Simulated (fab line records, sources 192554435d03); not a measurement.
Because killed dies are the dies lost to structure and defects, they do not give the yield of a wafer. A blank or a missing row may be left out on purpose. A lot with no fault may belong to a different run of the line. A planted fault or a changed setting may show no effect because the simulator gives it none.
Chamber matching :: flow n5Finfet :: N5_PMOS_HMC_CHANNEL_EPI_CMP_21 on cmp-02 has 3 sister chambers
The step polishes SiGe30, target thk 54 nm. 6 wafers are shown with their chamber, then 8 later ones without.

== WAFERS PAIRED WITH THEIR CHAMBERS ==
wafer: L083.5
chamber: 1
motorCurrentA (A): 10.8

wafer: L085.2
chamber: 0
motorCurrentA (A): 12.2

wafer: L085.6
chamber: 2
motorCurrentA (A): 11.6

wafer: L087.1
chamber: 0
motorCurrentA (A): 12.7

wafer: L087.5
chamber: 2
motorCurrentA (A): 12.7

wafer: L087.6
chamber: 1
motorCurrentA (A): 11.9

== WAFERS MISSING THEIR CHAMBER ==
wafer: L089.4
motorCurrentA (A): 12.0

wafer: L089.5
motorCurrentA (A): 12.5

wafer: L092.2
motorCurrentA (A): 11.6

wafer: L092.3
motorCurrentA (A): 12.9

wafer: L092.4
motorCurrentA (A): 12.2

wafer: L097.2
motorCurrentA (A): 13.5

wafer: L097.4
motorCurrentA (A): 11.3

wafer: L097.5
motorCurrentA (A): 12.1

== CHAMBER TAKEN BY EACH ==
wafer: L089.4
from the rows above: can't be placed: 2 or 0 or 1
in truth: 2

wafer: L089.5
from the rows above: can't be placed: 0 or 2 or 1
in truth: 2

wafer: L092.2
from the rows above: can't be placed: 1 or 2 or 0
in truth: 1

wafer: L092.3
from the rows above: can't be placed: 0 or 2 or 1
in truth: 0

wafer: L092.4
from the rows above: can't be placed: 2 or 0 or 1
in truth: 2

wafer: L097.2
from the rows above: can't be placed: 0 or 2 or 1
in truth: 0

wafer: L097.4
from the rows above: can't be placed: 1 or 2 or 0
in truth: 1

wafer: L097.5
from the rows above: can't be placed: 2 or 0 or 1
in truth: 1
0 of 8 placed correctly. Unplaceable from these rows: 8, with the true chamber sitting among the candidates in 8. 0 placed wrongly.
How it was worked out, from the rows above alone: a wafer's distance from a chamber is the root of the sum, over the readings, of the square of ((its reading less the chamber's mean) divided by the reading's scatter). If the next closest chamber is less than 2 further off than the closest, the wafer can't be placed; otherwise it belongs to the closest. Each chamber's mean is taken over the wafers shown for it. The scatter: take each reading less its chamber's mean, square it, sum over the shown wafers, divide by the number of wafers less the number of chambers, and take the root.
